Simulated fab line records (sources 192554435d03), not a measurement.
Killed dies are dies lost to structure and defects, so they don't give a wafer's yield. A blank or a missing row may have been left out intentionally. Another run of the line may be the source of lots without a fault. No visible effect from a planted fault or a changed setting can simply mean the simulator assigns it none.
Matching of chambers ; flow n5-finfet ; rie-diel-03 running N5_BEOL_M9_ETCH_65: 4 sister chambers
The step etches SiARC in CF4, target depth 15.6 nm, time 26 s. 22 wafers are shown with their chamber, then 11 later ones without.

== EACH WAFER AND ITS CHAMBER ==
wafer;chamber;drypump-motor-current-A (A);throttle-valve-pct (%);showerhead-plenum-p-Torr (Torr)
L078.1;1;6.4;15.10;2.10
L078.4;2;5.6;15.07;2.17
L078.5;0;5.1;15.68;2.20
L077.1;0;5.1;15.69;2.20
L077.5;2;5.6;15.09;2.17
L077.6;3;5.1;15.43;2.17
L083.1;1;6.3;15.15;2.10
L083.3;2;5.6;15.13;2.17
L083.5;0;5.1;15.72;2.19
L086.2;3;5.2;15.47;2.16
L086.3;1;6.4;15.15;2.09
L086.5;3;5.2;15.48;2.16
L092.3;0;5.1;15.74;2.19
L092.4;1;6.4;15.15;2.09
L092.5;2;5.7;15.13;2.17
L090.4;2;5.6;15.14;2.17
L090.5;3;5.2;15.49;2.16
L090.6;2;5.6;15.14;2.17
L091.2;3;5.1;15.50;2.16
L091.4;2;5.7;15.15;2.16
L091.6;1;6.3;15.15;2.09
L094.1;1;6.4;15.16;2.09

SIGNATURES (means of the wafers above)
reading;chamber 0;chamber 1;chamber 2;chamber 3;scatter within a chamber
drypump-motor-current-A;5.100;6.367;5.629;5.160;0.0469
throttle-valve-pct;15.7075;15.1433;15.1214;15.4740;0.0267
showerhead-plenum-p-Torr;2.1950;2.0933;2.1686;2.1620;0.00471
Rule: a wafer's distance from a chamber is the root of the sum, over the readings, of the square of ((its reading less the chamber's mean) divided by the reading's scatter). If the next closest chamber is less than 2 further off than the closest, the wafer can't be placed; otherwise it belongs to the closest. The scatter: take each reading less its chamber's mean, square it, sum over the shown wafers, divide by the number of wafers less the number of chambers, and take the root.

== WAFERS WITHOUT THEIR CHAMBER ==
wafer;drypump-motor-current-A (A);throttle-valve-pct (%);showerhead-plenum-p-Torr (Torr)
L094.2;5.6;15.16;2.16
L094.6;5.6;15.14;2.16
L095.2;5.6;15.16;2.16
L095.3;5.1;15.24;2.19
L095.6;5.1;15.23;2.19
L096.1;5.2;15.52;2.16
L096.2;6.3;15.17;2.09
L096.4;5.7;15.14;2.16
L097.1;5.1;15.25;2.18
L097.2;5.2;15.52;2.16
L097.4;6.4;15.21;2.09

== THE CHAMBER EACH PASSED THROUGH ==
wafer;from the rows above;in truth
L094.2;2;2
L094.6;2;2
L095.2;2;2
L095.3;3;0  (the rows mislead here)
L095.6;can't be placed: 3 or 2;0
L096.1;3;3
L096.2;1;1
L096.4;2;2
L097.1;3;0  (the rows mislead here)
L097.2;3;3
L097.4;1;1
Correctly placed: 8 of 11. These rows do not allow placing 1 (true chamber among the candidates in 0). 2 placed wrongly.
